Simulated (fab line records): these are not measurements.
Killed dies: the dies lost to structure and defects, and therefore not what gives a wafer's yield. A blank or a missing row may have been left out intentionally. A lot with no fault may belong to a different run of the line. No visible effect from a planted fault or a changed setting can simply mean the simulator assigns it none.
Problem report, 8D (eight disciplines) form, completed by code | flow n5_finfet | the parts of the form that need people (team, actions taken, sign-off) are left out

1. THE PROBLEM
Mean MD_CAP_THK at N5_MOL_CONTACT_COAG_THK_MEAS_29: 18.92 nm over 3 wafers in 3 lots; fault-free wafers: 17.91 nm, standard deviation 0.072. That puts it +14 standard deviations away from the usual mean.
First seen on wafer L119.1, day 8 03:45, on film_metro-01. At this step, 24 wafers from 9 lots have a number in the record. Rule for "out" (also "out of limits"): further than 4 standard deviations from the usual mean. All remaining wafers that have a number are taken as sound.

2. WHAT IT IS; WHAT IT IS NOT
question                    | is                           | is not
which readings at this step | MD_CAP_THK                   | -
which lots                  | L119, L123, L124             | L108, L111, L114, L127, L130, L131
which wafers of those lots  | L119.1, L123.1, L124.1       | L119.2, L123.2, L124.4
read on which gauges        | film_metro-01, film_metro-02 | -
when                        | from day 8 03:45             | up to then (10 sound wafers); but 11 sound wafers of L123, L124, L127, L130, L131 came after

3. SUSPECTS, AND WHAT RULES EACH OUT
Counting: a tool at a process step up to the reading stays a suspect if it ran every lot that is out. Sound lots after the first of them don't rule it out here, since some wafers of a struck lot are sound.
- the gauge at N5_MOL_CONTACT_COAG_THK_MEAS_29 is ruled out. The wafers that are out were read on 2 gauges (film_metro-01, film_metro-02).
- cmp-01 at N5_MOL_CONTACT_COAG_CMP_23 (polishes, stops on SiO2, t overpolish 1.5 s, target thk 0 nm): kept. Every lot that is out went through it, the first being L119 (day 8 01:07); the last sound lot it ran before that was L114 (day 6 09:14). Its own time_to_endpoint_s readings are out on those wafers.
The count leaves cmp-01 at N5_MOL_CONTACT_COAG_CMP_23.

4. THE CAUSE (what the simulator had put in)
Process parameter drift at N5_MOL_CONTACT_COAG_CMP_23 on cmp-01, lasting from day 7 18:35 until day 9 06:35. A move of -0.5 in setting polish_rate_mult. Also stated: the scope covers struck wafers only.
The count eliminated every tool but this one.

5. THE CHAIN OF EFFECTS, in route order
Each row: a reading whose mean over the struck wafers that have a number lies more than 3 standard deviations from the usual. Only readings for which the record gives a usual standard deviation are gone through. hours: the time from each lot's start at the first step in this table that gives one to its start at this step, as a median over the lots. sigmas: the change in usual standard deviations.
hours | step                            | reading            | usual    | on struck wafers | change | sigmas
0     | N5_MOL_CONTACT_COAG_CMP_23      | time_to_endpoint_s | 9.5 s    | 19.0             | +9.5   | +5.3
3     | N5_MOL_CONTACT_COAG_THK_MEAS_29 | MD_CAP_THK         | 17.91 nm | 18.92            | +1.01  | +14
6     | N5_MOL_CONTACT_COAG_ETCH_47     | etch_rf_on_time_s  | 31.1 s   | 32.7             | +1.6   | +3.8
The process steps in it:
- N5_MOL_CONTACT_COAG_CMP_23: polishes, stops on SiO2, t overpolish 1.5 s, target thk 0 nm.
- N5_MOL_CONTACT_COAG_ETCH_47: etches SiNx in CH3F/O2, stops on W, target depth 27 nm.
Later measuring or inspecting steps at which every struck wafer that the step has a row for has a number for every such reading, and none has moved that far: N5_BEOL_M4_RC_MEAS_101.

6. WHAT WOULD HAVE CAUGHT IT SOONER
Counted from the fault's start at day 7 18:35, it took 9 hours until the first out-of-limits reading at a measuring or inspecting step in this record, taken at day 8 03:45.
Tool's own readings at N5_MOL_CONTACT_COAG_CMP_23, time_to_endpoint_s: out on all struck wafers the step has rows for; an alarm limit on them would have tripped on the first.
Lots out: 3; of these, L123, L124 started N5_MOL_CONTACT_COAG_CMP_23 on cmp-01 after day 8 03:45. A hold on the tool at that time would have spared those 2.
